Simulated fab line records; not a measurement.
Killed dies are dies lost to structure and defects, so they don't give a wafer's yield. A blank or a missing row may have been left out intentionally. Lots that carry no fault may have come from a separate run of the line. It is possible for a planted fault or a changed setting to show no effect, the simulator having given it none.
Comparing a struck lot with a sound one ; flow nand_harc ; 15 out of 1302 route steps
Sound: these wafers, L520.2, L520.4, L520.5. Struck: wafer L517.6. (L517.1, L517.3 of the same lot were not struck and are left out.) The cause comes at the end.
For every step that has rows: the tool of each side, followed by ch and its chambers, followed by its first start. Under that, the readings that differ: sound wafers ; struck wafers ; difference of the means ; sigmas: that difference in standard deviations of wafers without a fault.
alike: a reading whose means differ by less than 2 such deviations, as well as words and numbers matching on both sides. not compared: withheld readings; readings where some wafer has no value; bounds like >300 that might hide an equal value; numbers whose values overlap and for which the record gives no deviation.
Wherever a step has rows on one side only, a row that says differs or no value, or a row with sigmas, the two part there. Numbers that don't overlap but have no deviation are shown without sigmas and don't part them. A reading missing from all wafers of one side parts the sides only when that side holds two or more wafers.

first, 8 steps without rows for these wafers: NHARC_P_M0_HMDS_02 (time 30 s); NHARC_P_M0_COAT_33 (time 65 s); NHARC_P_M0_COAT_03 (resist thk 90 nm); NHARC_P_M0_SOFTBAKE_04 (time 55 s); NHARC_P_M0_EBR_05; NHARC_P_M0_EXPOSE_06 (exposes mask P M0, target cd 90 nm); NHARC_P_M0_PEB_07 (peb time 65 s); NHARC_P_M0_DEVELOP_08 (develop time 35 s).
NHARC_P_M0_CD_MEAS_09: the cd target is 90 nm.
  sound on cd_sem-02 ch 0, day 13 02:56; struck on cd_sem-03 ch 0, day 12 00:52
  alike: cd_nm
NHARC_P_M0_OVL_MEAS_10: pitch 180 nm.
  sound on overlay-02 at day 13 03:01; struck on overlay-01 at day 12 00:57
reading;sound;struck;difference;sigmas
overlay_x_nm (nm);0.8 0.5 1.2;-1.1;-1.9;-3
  alike: overlay_y_nm
NHARC_P_M0_INSPECT_11:
  sound on defect_inspect-02 at day 13 03:03; struck on defect_inspect-02 at day 12 00:59
  alike: raw_defect_count
NHARC_P_M0_DESCUM_14: chemistry O2, time 3 s.
  sound on rie_diel-10 ch 1,3, day 13 03:07; struck on rie_diel-11 ch 0, day 12 01:03
  alike: drypump_motor_current_A, oes_product_au, rf_vpp_V, showerhead_plenum_p_Torr, throttle_valve_pct
  not compared: rf_hours_counter_h
NHARC_P_M0_ETCH_34: etches the open film in N2/H2, target depth 40 nm, overetch 12 nm, time 43.94 s.
  sound on rie_diel-10 ch 1,2,3, day 13 03:13; struck on rie_diel-11 ch 0, day 12 01:08
reading;sound;struck;difference;sigmas
run_length_s (s);65.7 65.2 64.9;53.6;-11.7;-28
  alike: drypump_motor_current_A, h2_flow_sccm, oes_product_au, rf_vpp_V, showerhead_plenum_p_Torr, throttle_valve_pct
  not compared: rf_fwd_power_W, rf_hours_counter_h
NHARC_P_M0_ETCH_15: etches the open film in C4F8/Ar, target depth 150 nm, overetch 15 nm, time 82.5 s.
  sound: rie_diel-10 ch 0,1,2; struck: rie_diel-11 ch 3
  alike: oes_product_au, rf_fwd_power_W, rf_vpp_V, run_length_s
  not compared: rf_hours_counter_h
-- jump in the record: it breaks off in module P_M0 and resumes in module END (first step shown: number 1302 of the route), and 19 days separate the struck wafers' starts before and after --
NHARC_END_SORT_01:
  only the struck wafers appear in the record here, on prober-02 ch 0 at day 30 19:49; the sound ones have no rows

## WHERE THEY PART
Last at NHARC_END_SORT_01 as far as this record goes, first at NHARC_P_M0_OVL_MEAS_10.

WHY: the cause the simulator had injected
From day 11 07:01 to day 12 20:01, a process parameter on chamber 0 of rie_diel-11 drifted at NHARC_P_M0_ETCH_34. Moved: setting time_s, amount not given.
